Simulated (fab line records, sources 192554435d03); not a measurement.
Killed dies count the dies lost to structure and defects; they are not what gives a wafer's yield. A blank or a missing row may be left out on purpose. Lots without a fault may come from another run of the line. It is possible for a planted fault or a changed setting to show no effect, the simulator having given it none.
fab line records    flow n5Finfet
record lots=6  wafers=18  lastDay=18
route steps=1938 shown BEOL_M3@968 BEOL_M4@1111 PASSIVATION@1936
lots that met no fault: from a run of the same line without faults
startH: hours from the record's first day to the start of the lot's first wafer shown    waitH: time in hours since the lot's previous step    " same as the row above    L1.1+2: one row covering several wafers at once    - value missing, or start not given    * or withheld: withheld    < > ~ a bound
route shown NAME@n: names a module that has steps shown in the file, with the first one's number in the route    usual: mean and standard deviation over wafers with no fault    same: alike in all rows    chamber/n: place in a boat    sites: the reading at each site    _std_site: standard deviation across them    _edge_site: outer sites' mean less inner sites'    radiusMm: for every site, how far away it sits from the centre of the wafer    mask NAME#n: copy n    behind: the tool/chamber that last shaped the wafer    hold: reason for holding the lot/hours on hold/outcome of the hold    device: which transistor (n, p or np) failed to switch    end of line: the route-end tests of the same wafers    for a step that has no rows: nothing shown but its recipe    killed: not the wafer's yield, but the dies lost to structure and defects at the first sort    map: dies across one wafer; x = killed, . = not, _ = none there
set.NAME: the setting that was run; set.NAME@STEP: the one run at that earlier step    model.NAME: the simulator's own value behind a step, which no gauge read
lots at some steps of the route; a table a step, a row a wafer
services: when a tool's chamber went out of use (startH, in hours from the record's first day, below 0 if earlier), for how many hours, and the reason
## steps
# step N5_BEOL_M3_INSPECT_30
# recipe mode=adi  inspectInstrument=brightfield
# usual rawDefectCount=415/94
lot.wafer  tool              chamber  startH  waitH  rawDefectCount
L263.2     defectInspect-02  -        190.65  0.0    395
L263.3     "                 -        "       "      381
L263.4     "                 -        "       "      321
L264.1     defectInspect-01  -        193.42  0.1    558
L264.5     "                 -        "       "      718
L264.6     "                 -        "       "      647
L269.1     defectInspect-02  -        227.53  0.1    445
L269.2     "                 -        "       "      396
L269.6     "                 -        "       "      272
L270.3     defectInspect-02  -        238.90  0.0    311
L270.4     "                 -        "       "      339
L270.6     "                 -        "       "      361
L272.1     defectInspect-02  -        253.98  0.1    439
L272.2     "                 -        "       "      416
L272.3     "                 -        "       "      509
L278.2     defectInspect-02  -        300.90  0.0    571
L278.4     "                 -        "       "      373
L278.6     "                 -        "       "      507
# step N5_BEOL_M3_DESCUM_33
# recipe chemistry=O2  timeS=7  sourcePowerW=50  biasPowerW=20  pressureMtorr=20  rfFrequencyHz=2.712e+07  tempC=40  resist=CAR-EUV  o2FlowSccm=225
# step N5_BEOL_M3_ETCH_77
# recipe chemistry=N2/H2  target=underlayer  targetDepthA=65  maskMaterial=CAR-EUV  timeS=5.2  ionEnergyEv=200  pressureMtorr=30  sourceW=840  biasW=150  n2FlowSccm=200  h2FlowSccm=200  ends=cleared
# usual drypumpMotorCurrentA=5.8/0.45  etchRfOnTimeS=5.21/0.15  n2FlowSccm=200.0/0.64  oesProductAu=0.61/0.042  rfFwdPowerW=819.9/2.6  rfVppV=524.9/2.2  showerheadPlenumPTorr=2.60/0.072  throttleValvePct=18.09/0.25
lot.wafer  tool        chamber  startH  waitH  drypumpMotorCurrentA  etchRfOnTimeS  n2FlowSccm  oesProductAu  rfFwdPowerW  rfHoursCounterH  rfVppV  showerheadPlenumPTorr  throttleValvePct
L263.2     rieDiel-06  0        190.71  0.0    5.7                   5.33           199.4       0.58          817.3        199              525.6   2.63                   17.80
L263.3     "           3        "       "      5.2                   5.13           200.2       0.64          819.1        206              519.2   2.40                   17.77
L263.4     "           1        "       "      5.7                   5.24           199.9       0.60          825.0        206              526.9   2.61                   17.64
L264.1     rieDiel-03  3        193.49  0.0    5.9                   5.22           199.9       0.57          819.0        227              525.4   2.64                   18.57
L264.5     "           3        "       "      5.9                   5.22           200.1       0.58          822.8        -                525.7   2.64                   18.56
L264.6     "           2        "       "      5.6                   5.47           199.8       0.65          814.3        -                524.2   2.57                   18.20
L269.1     rieDiel-06  3        227.60  0.0    5.2                   5.11           199.9       0.63          821.6        219              521.8   2.40                   17.81
L269.2     "           2        "       "      6.7                   5.21           199.1       0.65          820.0        147              520.3   2.45                   17.96
L269.6     "           0        "       "      5.7                   5.28           200.3       0.59          816.5        -                524.2   2.62                   17.81
L270.3     rieDiel-05  2        238.97  0.0    6.4                   5.12           199.8       0.61          821.0        219              523.5   2.64                   17.96
L270.4     "           3        "       "      6.0                   5.02           199.9       0.58          819.6        239              524.7   2.51                   18.14
L270.6     "           3        "       "      6.0                   4.98           199.5       0.58          818.7        -                523.0   2.51                   18.14
L272.1     rieDiel-06  3        254.60  0.0    5.2                   5.17           199.8       0.62          816.6        228              519.5   2.39                   17.83
L272.2     "           0        "       "      5.7                   5.33           198.7       0.58          821.6        221              527.0   2.62                   17.82
L272.3     "           2        "       "      6.7                   5.13           199.7       0.64          820.7        156              521.9   2.44                   17.99
L278.2     rieDiel-03  0        300.97  0.0    5.9                   5.37           199.9       0.58          818.7        222              525.0   2.64                   18.12
L278.4     "           0        "       "      5.9                   5.39           199.1       0.58          817.4        -                525.5   2.63                   18.09
L278.6     "           1        "       "      6.5                   5.35           199.0       0.55          819.3        -                526.0   2.63                   18.29
# step N5_BEOL_M3_ETCH_69
# recipe chemistry=CF4  target=SiARC  targetDepthA=156  maskMaterial=CAR-EUV  timeS=26  ionEnergyEv=80  pressureMtorr=40  sourceW=545  biasW=36  Ar_flow_sccm=100  cf4FlowSccm=100  ends=cleared
# usual drypumpMotorCurrentA=5.8/0.46  etchRfOnTimeS=26.2/0.71  oesProductAu=0.61/0.042  rfFwdPowerW=531.8/2  rfVppV=184.5/1  showerheadPlenumPTorr=2.18/0.051  throttleValvePct=15.75/0.19
lot.wafer  tool        chamber  startH  waitH  drypumpMotorCurrentA  etchRfOnTimeS  oesProductAu  rfFwdPowerW  rfHoursCounterH  rfVppV  showerheadPlenumPTorr  throttleValvePct
L263.2     rieDiel-06  0        190.73  0.0    5.7                   27.1           0.59          533.3        199              187.0   2.19                   15.43
L263.3     "           3        "       "      5.1                   25.8           0.63          528.9        206              181.4   2.06                   15.79
L263.4     "           1        "       "      5.7                   26.2           0.59          531.1        206              185.7   2.22                   15.54
L264.1     rieDiel-03  3        193.51  0.0    5.9                   25.7           0.59          533.2        227              183.4   2.22                   16.10
L264.5     "           3        "       "      5.9                   25.7           0.58          532.5        -                184.4   2.22                   16.10
L264.6     "           2        "       "      5.6                   26.7           0.65          531.3        -                184.6   2.16                   15.81
L269.1     rieDiel-06  3        227.61  0.0    5.1                   25.8           0.62          528.3        219              182.5   2.05                   15.81
L269.2     "           2        "       "      6.7                   26.3           0.65          533.0        147              183.3   2.07                   15.68
L269.6     "           0        "       "      5.7                   26.7           0.58          532.9        -                184.3   2.18                   15.47
L270.3     rieDiel-05  2        238.99  0.0    6.4                   26.3           0.62          530.5        219              186.1   2.19                   15.49
L270.4     "           3        "       "      6.0                   25.4           0.58          529.8        239              182.2   2.12                   15.85
L270.6     "           3        "       "      6.0                   25.8           0.58          530.8        -                183.4   2.12                   15.86
L272.1     rieDiel-06  3        254.62  0.0    5.1                   25.5           0.62          534.6        228              183.1   2.05                   15.85
L272.2     "           0        "       "      5.8                   27.0           0.58          531.6        221              185.4   2.18                   15.48
L272.3     "           2        "       "      6.7                   26.2           0.64          529.3        156              182.0   2.07                   15.71
L278.2     rieDiel-03  0        300.99  0.0    5.9                   26.8           0.59          532.4        222              185.5   2.21                   15.73
L278.4     "           0        "       "      5.9                   26.9           0.58          533.0        -                184.4   2.21                   15.74
L278.6     "           1        "       "      6.4                   26.2           0.56          532.5        -                184.9   2.18                   15.83
# step N5_BEOL_M3_ALD_98
# recipe material=SiO2  targetThkA=25  tempC=100  aldPrecursorFamily=BDEAS  aldCoReactant=O2-plasma  pulseTimeS=1  coReactantPulseTimeS=1  purgeTimeS=2  coReactantPurgeTimeS=2  aldCycles=17  pressureTorr=2
# step N5_BEOL_M3_ETCHBACK_99
# recipe chemistry=CHF3  target=SiO2  targetDepthA=50  timeS=10.4  sourceW=215  biasW=47  Ar_flow_sccm=200  CHF3_flow_sccm=12  ionEnergyEv=100  pressureMtorr=30
# usual drypumpMotorCurrentA=5.8/0.49  oesProductAu=0.71/0.049  rfVppV=242/6.7  showerheadPlenumPTorr=2.19/0.062  throttleValvePct=17.19/0.19
lot.wafer  tool        chamber  startH  waitH  drypumpMotorCurrentA  oesProductAu  rfHoursCounterH  rfVppV  showerheadPlenumPTorr  throttleValvePct
L263.2     rieDiel-05  0        191.42  0.3    5.3                   0.76          159              241     2.24                   16.89
L263.3     "           1        "       "      5.1                   0.69          194              244     2.24                   17.33
L263.4     "           2        "       "      6.4                   0.73          205              242     2.23                   17.01
L264.1     rieDiel-03  3        197.52  3.9    5.9                   0.67          228              234     2.22                   17.51
L264.5     "           2        "       "      5.6                   0.76          -                232     2.17                   17.33
L264.6     "           1        "       "      6.4                   0.69          -                237     2.22                   17.33
L269.1     rieDiel-05  0        243.80  16.0   5.3                   0.75          171              242     2.24                   16.90
L269.2     "           1        "       "      5.1                   0.68          207              245     2.24                   17.34
L269.6     "           3        "       "      6.1                   0.66          -                248     2.15                   17.39
L270.3     rieDiel-05  3        246.09  7.0    6.1                   0.66          241              248     2.15                   17.41
L270.4     "           2        "       "      6.4                   0.72          220              241     2.23                   17.04
L270.6     "           2        "       "      6.3                   0.72          -                241     2.23                   17.03
L272.1     rieDiel-06  2        258.26  3.4    6.7                   0.76          158              248     2.08                   17.22
L272.2     "           0        "       "      5.7                   0.68          222              248     2.18                   16.84
L272.3     "           3        "       "      5.1                   0.71          230              239     2.04                   17.20
L278.2     rieDiel-06  3        303.11  2.0    5.1                   0.70          243              238     2.03                   17.22
L278.4     "           2        "       "      6.8                   0.74          171              249     2.08                   17.23
L278.6     "           1        "       "      5.7                   0.67          -                239     2.24                   17.13
# step N5_BEOL_M3_ETCH_70
# recipe chemistry=N2/H2  target=SOC  targetDepthA=800  overetchA=160  maskMaterial=SiARC  tempC=40  timeS=120  ionEnergyEv=200  pressureMtorr=30  sourceW=840  biasW=150  n2FlowSccm=200  h2FlowSccm=200
# step N5_BEOL_M3_STRIP_71
# recipe chemistry=N2/H2  tempC=40  n2FlowSccm=200  h2FlowSccm=200  rfFrequencyHz=6e+07
# step N5_BEOL_M3_STRIP_78
# recipe chemistry=N2/H2  tempC=40  n2FlowSccm=200  h2FlowSccm=200  rfFrequencyHz=6e+07
# step N5_BEOL_M3_VIA_ETCH_34
# recipe chemistry=C4F6/O2  targetDepthA=694  maskMaterial=SOC  pressureMtorr=15  ionEnergyEv=250  taperDeg=4  timeS=65.9  sourceW=350  biasW=170  Ar_flow_sccm=300  C4F6_flow_sccm=10  O2_flow_sccm=10
# usual O2_flow_sccm=10.00/0.03  drypumpMotorCurrentA=5.8/0.49  oes_f_703_au=0.72/0.05  oes_o_777_au=0.72/0.052  oesProductAu=0.71/0.048  rfFwdPowerW=346.8/1.5  rfVppV=670/18  showerheadPlenumPTorr=2.90/0.078  throttleValvePct=30.92/0.27
lot.wafer  tool        chamber  startH  waitH  O2_flow_sccm  drypumpMotorCurrentA  oes_f_703_au  oes_o_777_au  oesProductAu  rfFwdPowerW  rfHoursCounterH  rfVppV  showerheadPlenumPTorr  throttleValvePct
L263.2     rieDiel-05  0        191.55  0.0    10.01         5.3                   0.78          0.78          0.76          348.7        159              667     2.96                   30.64
L263.3     "           1        "       "      9.97          5.1                   0.70          0.70          0.69          345.3        194              675     2.96                   31.03
L263.4     "           2        "       "      10.04         6.3                   0.74          0.73          0.73          348.4        205              666     2.94                   30.72
L264.1     rieDiel-03  3        197.66  0.0    9.94          5.9                   0.70          0.70          0.67          347.1        228              648     2.93                   31.34
L264.5     "           2        "       "      10.02         5.6                   0.76          0.79          0.77          346.4        -                641     2.87                   31.00
L264.6     "           1        "       "      10.01         6.4                   0.68          0.69          0.69          348.3        -                654     2.93                   30.83
L269.1     rieDiel-05  0        243.94  0.0    9.93          5.3                   0.79          0.77          0.76          349.4        171              668     2.95                   30.65
L269.2     "           1        "       "      9.99          5.1                   0.70          0.69          0.68          345.6        207              675     2.95                   31.05
L269.6     "           3        "       "      10.01         6.0                   0.70          0.69          0.67          347.2        -                686     2.84                   31.20
L270.3     rieDiel-05  3        246.23  0.0    9.97          6.0                   0.70          0.69          0.66          347.4        241              684     2.84                   31.20
L270.4     "           2        "       "      10.00         6.4                   0.71          0.72          0.72          349.2        220              666     2.93                   30.73
L270.6     "           2        "       "      9.99          6.4                   0.72          0.72          0.72          348.1        -                666     2.94                   30.71
L272.1     rieDiel-06  2        258.40  0.0    9.95          6.8                   0.73          0.73          0.75          346.7        158              690     2.76                   30.87
L272.2     "           0        "       "      10.00         5.7                   0.68          0.69          0.69          343.1        222              687     2.88                   30.25
L272.3     "           3        "       "      9.90          5.1                   0.73          0.73          0.71          346.5        230              659     2.70                   31.01
L278.2     rieDiel-06  3        303.25  0.0    9.97          5.1                   0.72          0.72          0.71          346.9        244              659     2.69                   31.02
L278.4     "           2        "       "      9.96          6.7                   0.72          0.72          0.74          345.3        171              687     2.75                   30.89
L278.6     "           1        "       "      10.04         5.7                   0.68          0.67          0.68          345.5        -                658     2.95                   30.87
# step N5_BEOL_M3_STRIP_83
# recipe chemistry=C4F6/O2  resist=SiARC  rfFrequencyHz=6e+07
# step N5_BEOL_M3_STRIP_36
# recipe chemistry=N2/H2  powerW=450  tempC=40  pressureMtorr=20  rfFrequencyHz=6e+07  overashFraction=0.3  biasPowerW=7  h2Frac=0.5  n2FlowSccm=200  h2FlowSccm=200
# step N5_BEOL_M3_TRENCH_ETCH_37
# recipe chemistry=C4F6/O2  targetDepthA=555.55  target=SiOC  timeS=29.2  ionEnergyEv=250  pressureMtorr=30  sourceW=355  biasW=185  Ar_flow_sccm=300  C4F6_flow_sccm=10  O2_flow_sccm=10
# usual O2_flow_sccm=9.997/0.03  drypumpMotorCurrentA=5.8/0.49  oes_f_703_au=0.72/0.05  oes_o_777_au=0.72/0.054  oesProductAu=0.71/0.048  rfFwdPowerW=349.4/2.1  rfVppV=670/18  showerheadPlenumPTorr=2.90/0.078  throttleValvePct=20.97/0.22
lot.wafer  tool        chamber  startH  waitH  O2_flow_sccm  drypumpMotorCurrentA  oes_f_703_au  oes_o_777_au  oesProductAu  rfFwdPowerW  rfHoursCounterH  rfVppV  showerheadPlenumPTorr  throttleValvePct  model.BEOL_M3.featureDepthNm  model.etch.depthNm
L263.2     rieDiel-05  0        191.65  -      10.038        5.3                   0.79          0.78          0.75          350.3        159              667     2.96                   20.65             57                            56.98
L263.3     "           1        "       "      9.964         5.1                   0.71          0.70          0.69          344.9        194              676     2.96                   21.13             54                            54.09
L263.4     "           2        "       "      9.988         6.4                   0.73          0.74          0.73          352.1        205              667     2.95                   20.76             54.6                          54.63
L264.1     rieDiel-03  3        197.76  -      9.966         5.9                   0.70          0.70          0.67          350.9        228              647     2.94                   21.35             54.4                          54.48
L264.5     "           2        "       "      10.014        5.6                   0.76          0.79          0.77          351.8        -                641     2.87                   21.11             54.2                          54.21
L264.6     "           1        "       "      9.995         6.4                   0.69          0.68          0.68          353.1        -                652     2.94                   21.10             56                            55.91
L269.1     rieDiel-05  0        244.04  -      9.970         5.3                   1.00          0.97          0.80          437.8        171              599     2.96                   20.67             62.8                          62.83
L269.2     "           1        "       "      9.941         5.1                   0.90          0.88          0.72          431.5        207              607     2.95                   21.14             58.6                          58.53
L269.6     "           3        "       "      10.006        6.1                   0.91          0.88          0.70          434.3        -                616     2.85                   21.21             60.2                          60.16
L270.3     rieDiel-05  3        246.33  -      9.995         6.0                   0.91          0.88          0.70          434.6        241              616     2.85                   21.23             60.6                          60.51
L270.4     "           2        "       "      10.054        6.4                   0.91          0.90          0.76          435.6        220              598     2.94                   20.79             60.6                          60.53
L270.6     "           2        "       "      9.962         6.3                   0.92          0.91          0.76          436.4        -                597     2.94                   20.80             60.6                          60.5
L272.1     rieDiel-06  2        258.50  -      9.958         6.7                   0.73          0.73          0.75          347.7        158              688     2.76                   21.02             55.4                          55.4
L272.2     "           0        "       "      9.991         5.8                   0.67          0.68          0.68          345.3        222              686     2.89                   20.54             54.2                          54.13
L272.3     "           3        "       "      10.069        5.2                   0.73          0.74          0.72          349.5        230              659     2.70                   20.97             55.4                          55.44
L278.2     rieDiel-06  3        303.35  -      10.053        5.2                   0.72          0.73          0.71          351.1        244              659     2.70                   20.99             55                            54.96
L278.4     "           2        "       "      9.980         6.7                   0.72          0.72          0.74          349.6        171              688     2.75                   21.07             55.6                          55.52
L278.6     "           1        "       "      9.983         5.7                   0.68          0.67          0.68          347.7        -                656     2.96                   20.91             55.8                          55.76
# step N5_BEOL_M3_ETCH_41
# recipe chemistry=CH3F/O2  target=SiCN  targetDepthA=299  taperDeg=2  timeS=52.5  ionEnergyEv=120  maskMaterial=TiN  pressureMtorr=30  sourceW=395  biasW=75  Ar_flow_sccm=150  CH3F_flow_sccm=30  O2_flow_sccm=20
# usual O2_flow_sccm=19.99/0.052  drypumpMotorCurrentA=5.8/0.48  oesProductAu=0.71/0.047  rfFwdPowerW=390.7/2  rfVppV=298.0/1.5  showerheadPlenumPTorr=2.04/0.057  throttleValvePct=16.44/0.18
lot.wafer  tool        chamber  startH  waitH  O2_flow_sccm  drypumpMotorCurrentA  oesProductAu  rfFwdPowerW  rfHoursCounterH  rfVppV  showerheadPlenumPTorr  throttleValvePct
L263.2     rieDiel-05  0        -       -      19.99         5.3                   0.75          392.5        159              299.9   2.08                   16.14
L263.3     "           1        "       "      19.94         5.1                   0.69          386.8        194              297.7   2.09                   16.58
L263.4     "           2        "       "      19.92         6.3                   0.72          392.0        205              298.4   2.08                   16.30
L264.1     rieDiel-03  3        -       -      20.04         5.9                   0.68          393.5        228              298.4   2.07                   16.78
L264.5     "           2        "       "      19.90         5.6                   0.77          391.7        -                296.2   2.02                   16.58
L264.6     "           1        "       "      20.00         6.4                   0.68          390.4        -                298.4   2.06                   16.60
L269.1     rieDiel-05  0        -       -      20.00         5.3                   0.76          394.4        171              298.7   2.08                   16.16
L269.2     "           1        "       "      19.98         5.1                   0.69          385.9        207              299.4   2.08                   16.62
L269.6     "           3        "       "      19.98         6.1                   0.66          391.1        -                294.9   1.99                   16.60
L270.3     rieDiel-05  3        -       -      19.98         6.0                   0.67          389.6        241              295.3   1.99                   16.62
L270.4     "           2        "       "      20.03         6.3                   0.72          391.6        220              296.7   2.07                   16.31
L270.6     "           2        "       "      20.01         6.4                   0.72          391.0        -                298.3   2.07                   16.30
L272.1     rieDiel-06  2        -       -      20.00         6.7                   0.75          391.6        158              296.0   1.93                   16.46
L272.2     "           0        "       "      19.94         5.7                   0.68          386.6        222              299.2   2.04                   16.18
L272.3     "           3        "       "      20.02         5.2                   0.71          388.6        230              295.5   1.90                   16.46
L278.2     rieDiel-06  3        -       -      20.01         5.2                   0.71          390.5        244              294.4   1.89                   16.51
L278.4     "           2        "       "      20.06         6.7                   0.75          389.4        171              295.7   1.93                   16.48
L278.6     "           1        "       "      19.94         5.7                   0.67          389.1        -                297.6   2.08                   16.37
# step N5_BEOL_M3_STRIP_97
# recipe chemistry=N2/H2  timeS=10  powerW=450  tempC=40  pressureMtorr=20  rfFrequencyHz=6e+07  biasPowerW=7  n2FlowSccm=200  h2FlowSccm=200
# step N5_BEOL_M3_OCD_MEAS_38
# usual trenchDepthNm=55.0/1.1
lot.wafer  tool    chamber  startH  waitH  trenchDepthNm
L263.2     ocd-02  -        191.81  -      57.1
L263.3     "       -        "       "      53.7
L263.4     "       -        "       "      54.6
L264.1     ocd-02  -        197.91  -      54.7
L264.5     "       -        "       "      54.5
L264.6     "       -        "       "      55.9
L269.1     ocd-01  -        244.19  -      62.4
L269.2     "       -        "       "      58.6
L269.6     "       -        "       "      59.9
L270.3     ocd-02  -        246.48  -      60.4
L270.4     "       -        "       "      60.1
L270.6     "       -        "       "      60.6
L272.1     ocd-01  -        258.65  -      55.7
L272.2     "       -        "       "      54.5
L272.3     "       -        "       "      55.8
L278.2     ocd-02  -        303.50  -      55.2
L278.4     "       -        "       "      55.7
L278.6     "       -        "       "      55.3
# step N5_BEOL_M3_HM_STRIP_39
# recipe chemistry=peroxideTinStrip  material=TiN  targetDepthA=250  tempC=50  timeS=158
# step N5_BEOL_M4_RC_MEAS_101
# usual DIBL_N=36.2/2.2  DIBL_P=36.5/3  IOFF_N=0.16/0.039  IOFF_P=0.22/0.047  ION_N=675/15  ION_P=463/10  SS_N=71.6/0.71  SS_P=73.4/0.94  VT_N=250/3.6  VT_P=-250/3.9
lot.wafer  tool       chamber  startH  waitH  DIBL_N[mV/V]  DIBL_P[mV/V]  IOFF_N[nA/um]  IOFF_P[nA/um]  ION_N[uA/um]  ION_P[uA/um]  SS_N[mV/dec]  SS_P[mV/dec]  VT_N[mV]  VT_P[mV]
L263.2     prober-01  0        214.36  0.2    35.8          35.9          0.12           0.17           674           466           71.3          72.5          256       -253
L263.3     "          0        "       "      34.1          33.8          0.11           0.16           676           470           70.5          71.8          253       -254
L263.4     "          0        "       "      37.2          38.1          0.16           0.21           682           468           71.1          73.5          250       -252
L264.1     prober-02  0        218.11  0.0    34.2          34.9          0.14           0.17           666           455           70.9          73.2          251       -254
L264.5     "          0        "       "      35.9          37.3          0.17           0.21           669           457           71.3          74.0          249       -254
L264.6     "          0        "       "      30.7          28.8          0.10           0.11           643           440           70.7          71.1          258       -262
L269.1     prober-02  0        256.35  0.0    35.2          33.2          0.12           0.15           659           448           70.9          71.6          254       -255
L269.2     "          0        "       "      36.1          34.5          0.13           0.16           677           460           71.1          72.7          254       -257
L269.6     "          0        "       "      36.9          36.0          0.14           0.18           680           466           71.4          73.3          253       -253
L270.3     prober-01  0        257.15  0.3    37.4          38.4          0.16           0.20           692           466           71.3          72.7          251       -255
L270.4     "          0        "       "      36.0          37.6          0.16           0.20           693           472           70.9          73.5          248       -255
L270.6     "          0        "       "      35.3          35.6          0.12           0.15           659           451           70.8          72.8          254       -257
L272.1     prober-02  0        271.97  0.0    34.3          34.9          0.12           0.18           655           455           70.4          72.6          251       -252
L272.2     "          0        "       "      36.5          38.4          0.16           0.25           665           465           72.4          74.0          250       -249
L272.3     "          0        "       "      34.4          34.6          0.11           0.15           654           454           71.1          72.7          257       -253
L278.2     prober-02  0        317.39  0.2    36.9          35.4          0.16           0.19           691           472           70.5          73.5          251       -252
L278.4     "          0        "       "      36.2          34.3          0.13           0.17           653           449           72.0          73.8          252       -253
L278.6     "          0        "       "      39.9          39.3          0.20           0.25           684           471           72.5          74.0          248       -251
# step N5_PASSIVATION_PROBE_49
# usual defectLimitedYield=91.5/1.5  killed_at_M0_to_M3=32/10  killed_at_M4_up=13/4.9  killedAtContacts=13/6.1  killedAtFrontEnd=38/11  killedAtOther=3/3.2  killedDies=101/18  killedOpen=66/13  killedShort=32/8.3  sort_bin_5_function=5.0/1  sort_bin_6_memory=3.2/0.74  sort_bin_8_speed=0.1/1.1  sortNPass=1078/22  sortYieldPct=91.3/1.9
# same grossDies=1180  killedAtBackSide=0  sort_bin_4_leakage[%]=0
lot.wafer  tool       chamber  startH  waitH  defectLimitedYield[%]  killed_at_M0_to_M3  killed_at_M4_up  killedAtContacts  killedAtFrontEnd  killedAtOther  killedDies  killedOpen  killedShort  sort_bin_5_function[%]  sort_bin_6_memory[%]  sort_bin_8_speed[%]  sortNPass  sortYieldPct[%]
L264.1     prober-02  -        329.41  0.0    90.5                   52                  21               2                 35                2              112         77          32           4.8                     4.5                   0                    1068       90.5
L264.5     prober-02  -        329.61  0.2    92.2                   43                  14               8                 27                0              92          44          44           4.9                     2.5                   0                    1088       92.2
L264.6     prober-02  -        329.66  0.3    92.5                   21                  17               11                40                0              89          60          28           4.4                     2.9                   0.3                  1088       92.2
L272.1     prober-01  -        386.73  0.0    91.2                   27                  16               7                 49                5              104         69          34           5.3                     3.3                   0                    1076       91.2
L272.2     prober-01  -        386.78  0.1    92.5                   25                  16               2                 36                10             89          55          33           4.9                     2.3                   0                    1091       92.5
L272.3     prober-01  -        386.83  0.1    91.3                   27                  14               6                 54                2              103         66          33           4.4                     3.8                   0                    1077       91.3
L278.2     prober-02  -        420.00  0.1    90.3                   42                  16               22                31                3              114         75          34           5.4                     3.7                   0                    1066       90.3
L278.4     prober-02  -        420.10  0.2    91.1                   36                  10               15                44                0              105         62          36           5.4                     2.5                   0                    1075       91.1
L278.6     prober-02  -        420.20  0.3    91.8                   41                  14               19                21                2              97          67          29           5.0                     3.1                   0                    1083       91.8
# killed by level:class
L264.1 BEOL_M0_SAQP:geometricParticle:short=11 BEOL_M1:geometricParticle:open=11 BEOL_M2:geometricParticle:open=11 STI_FIN_REVEAL:geometricParticle:open=8 BEOL_M4:geometricParticle:open=8 FIN_SAQP:geometricParticle:short=7 BEOL_M0_SAQP:geometricParticle:open=7 FIN_SAQP:geometricParticle:open=6
L264.5 BEOL_M0_SAQP:geometricParticle:short=12 BEOL_M0_SAQP:geometricParticle:open=10 FIN_SAQP:geometricParticle:short=9 MOL_CONTACT_COAG:geometricParticle:open=6 BEOL_M1:geometricParticle:open=5 BEOL_M3:geometricParticle:open=5 STI_FIN_REVEAL:geometricParticle:open=4 GATE_CUT:geometricParticle:short=4
L264.6 STI_FIN_REVEAL:geometricParticle:open=10 MOL_CONTACT_COAG:geometricParticle:open=10 BEOL_M4:geometricParticle:open=8 FIN_SAQP:geometricParticle:short=7 BEOL_M0_SAQP:geometricParticle:open=7 FIN_SAQP:geometricParticle:open=4 DUMMY_GATE:geometricParticle:open=4 FIN_CUT:geometricParticle:short=3
L272.1 FIN_SAQP:geometricParticle:short=12 STI_FIN_REVEAL:geometricParticle:open=10 FIN_SAQP:geometricParticle:open=8 BEOL_M2:geometricParticle:open=8 BEOL_M1:geometricParticle:open=7 BEOL_M4:geometricParticle:open=6 GATE_CUT:geometricParticle:short=5 MOL_CONTACT_COAG:geometricParticle:open=5
L272.2 FIN_SAQP:geometricParticle:short=8 STI_FIN_REVEAL:geometricParticle:open=7 FIN_SAQP:geometricParticle:open=6 BEOL_M1:geometricParticle:open=6 MIM_TOP_ETCH:geometricParticle:open=5 DUMMY_GATE:geometricParticle:open=4 BEOL_M0_SAQP:geometricParticle:open=4 BEOL_M2:geometricParticle:open=4
L272.3 STI_FIN_REVEAL:geometricParticle:open=19 GATE_CUT:geometricParticle:open=8 FIN_SAQP:geometricParticle:short=7 BEOL_M3:geometricParticle:open=7 BEOL_M4:geometricParticle:open=7 GATE_CUT:geometricParticle:short=6 BEOL_M2:geometricParticle:open=5 STI_FIN_REVEAL:geometricParticle:short=4
L278.2 MOL_CONTACT_COAG:geometricParticle:open=16 FIN_SAQP:geometricParticle:short=10 BEOL_M3:geometricParticle:open=10 BEOL_M1:geometricParticle:open=9 BEOL_M2:geometricParticle:open=9 FIN_SAQP:geometricParticle:open=6 MOL_CONTACT_COAG:geometricParticle:short=6 BEOL_M0_SAQP:geometricParticle:short=5
L278.4 MOL_CONTACT_COAG:geometricParticle:open=11 FIN_SAQP:geometricParticle:short=9 BEOL_M2:geometricParticle:open=8 BEOL_M3:geometricParticle:open=8 FIN_SAQP:geometricParticle:open=7 BEOL_M3:geometricParticle:short=7 HKMG_FIN:areaEtch=7 STI_FIN_REVEAL:geometricParticle:open=4
L278.6 MOL_CONTACT_COAG:geometricParticle:open=14 BEOL_M2:geometricParticle:open=11 BEOL_M3:geometricParticle:open=8 BEOL_M1:geometricParticle:open=7 BEOL_M0_SAQP:geometricParticle:short=6 BEOL_M5:geometricParticle:open=6 STI_FIN_REVEAL:geometricParticle:open=5 MOL_CONTACT_COAG:geometricParticle:short=5
## services
tool        chamber  startH  hours  kind
rieDiel-06  -        182.23  2.8    pm
rieDiel-03  -        242.73  14.6   pm
rieDiel-05  3        272.30  -      clean
rieDiel-05  3        272.30  -      consumableReplace:focusRing
rieDiel-05  3        272.30  16.6   scheduledDown
rieDiel-05  3        272.30  16.6   ventCycle
rieDiel-03  3        279.83  -      clean
rieDiel-03  3        279.83  -      consumableReplace:focusRing
rieDiel-03  3        279.83  23.5   scheduledDown
rieDiel-03  3        279.83  23.5   ventCycle
rieDiel-05  1        282.09  17.6   repair
rieDiel-05  2        299.70  4.2    repair
rieDiel-05  -        302.74  1.0    repair
## key
firstSign step=N5_BEOL_M3_TRENCH_ETCH_37  reading=rfFwdPowerW  direction=up  sigmas=40  usual=*  struck=*
effect step=N5_BEOL_M3_TRENCH_ETCH_37  reading=oes_f_703_au  direction=up  sigmas=4  usual=0.72  struck=0.92
effect step=N5_BEOL_M3_OCD_MEAS_38  reading=trenchDepthNm  direction=up  sigmas=5.1  usual=55.0  struck=60.3
modelEffect step=N5_BEOL_M3_TRENCH_ETCH_37  value=BEOL_M3.featureDepthNm  without=55.63  struck=60.57
metAt N5_BEOL_M3_TRENCH_ETCH_37
struckWafers L269.1,L269.2,L269.6,L270.3,L270.4,L270.6
onsetBetween 191.65 244.04
fault kind=processParameterDrift  tool=rieDiel-05  chamber=-  onsetH=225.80  steps=N5_BEOL_M3_TRENCH_ETCH_37  channel=sourceW  offset=85.2  shape=step  endH=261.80  actsIn=theseRecipesOnly  stated=355
